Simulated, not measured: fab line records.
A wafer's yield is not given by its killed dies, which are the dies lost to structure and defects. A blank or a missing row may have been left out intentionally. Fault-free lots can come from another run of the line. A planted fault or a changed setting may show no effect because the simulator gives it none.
One fault through the eyes of 3 desks -- flow n5-finfet -- only its own numbers are on each desk; what lay behind them is given at the end

THE DEFECT DESK
Counts from the inspections along the route, per lot, as means over the sampled wafers that have a number. The brackets show how far a lot's mean lies from the usual mean; more than 4 standard deviations puts the lot out of limits, marked OUT.
Columns: A = raw-defect-count at N5_BEOL_M10_INSPECT_30, usual 430
lot,first seen here,A
L931,day 10 13:20,443
L933,day 11 05:00,411
L932,day 11 05:10,415
L936,day 12 06:13,380
L938,day 12 12:55,432
L937,day 12 13:05,412
L941,day 13 15:45,362
L942,day 13 20:12,336
L945,day 14 02:54,450
L948,day 15 08:31,696
L951,day 15 23:44,424
This desk's verdict: no lot among the 11 shows anything out of limits.

AT THE METROLOGY DESK
What the gauges read, lot by lot, whatever tool the lot ran on: means of the sampled wafers that have a number. The brackets show how far a lot's mean lies from the usual mean; more than 4 standard deviations puts the lot out of limits, marked OUT.
Columns: A = trench-depth-nm at N5_BEOL_M10_OCD_MEAS_38, usual 148.4 nm
lot,first seen here,A
L931,day 10 13:52,147.5
L933,day 11 05:32,146.7
L932,day 11 05:41,147.5
L936,day 12 06:45,146.8
L938,day 12 13:27,149.6
L937,day 12 13:37,148.6
L941,day 13 16:17,148.0
L942,day 13 20:44,150.0
L945,day 14 03:26,148.0
L948,day 15 09:20,147.7
L951,day 16 00:39,153.4
This desk's verdict: no lot among the 11 shows anything out of limits.

THE TOOL OWNER'S DESK: rie-diel-06
The tool's own readings at N5_BEOL_M10_VIA_ETCH_34 (etches SiCOH lowk in C4F6/O2, target depth 184.5 nm, time 69.2 s): means of the sampled wafers that have a number, for each lot that ran on this tool. The brackets show how far a lot's mean lies from the usual mean; more than 4 standard deviations puts the lot out of limits, marked OUT.
Columns: A = drypump-motor-current-A at N5_BEOL_M10_VIA_ETCH_34, usual 5.7 A; B = oes-product-au at N5_BEOL_M10_VIA_ETCH_34, usual 0.78 a.u.; C = rf-vpp-V at N5_BEOL_M10_VIA_ETCH_34, usual 662 V; D = run-length-s at N5_BEOL_M10_VIA_ETCH_34, usual 92.5 s; E = showerhead-plenum-p-Torr at N5_BEOL_M10_VIA_ETCH_34, usual 2.85 Torr; F = throttle-valve-pct at N5_BEOL_M10_VIA_ETCH_34, usual 20.88 %
lot,first seen here,A,B,C,D,E,F
L932,day 11 05:24,5.5,0.72,668,92.5,2.82,20.99
L941,day 13 15:59,5.5,0.70,656,92.5,2.77,20.81
L942,day 13 20:26,5.7,0.77,658,90.4 (-4.7) OUT,2.88,20.86
L945,day 14 03:09,5.8,0.76,658,90.5 (-4.6) OUT,2.88,20.87
This desk's finding: out of limits on L942, L945; first on L942, day 13 20:26 (run-length-s at N5_BEOL_M10_VIA_ETCH_34). L932, L941: within limits.

TAKEN TOGETHER
The tool owner's desk had the chance to raise an alarm at day 13 20:26 on L942, L945.
No out-of-limits result turned up at the defect desk.
The metrology desk saw nothing out of limits.
The defect desk has L942, L945 on record, within its limits.
The metrology desk has L942, L945 on record, within its limits.
Of the lots named, all ran N5_BEOL_M10_VIA_ETCH_34 on rie-diel-06.

WHAT THE SIMULATOR PUT IN
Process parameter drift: rie-diel-06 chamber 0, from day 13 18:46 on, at N5_BEOL_M10_VIA_ETCH_34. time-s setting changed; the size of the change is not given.
Shown lots that were struck: L942, L945.
Hours from the fault's start to each desk's first reading out of limits: the tool owner's desk, 2.
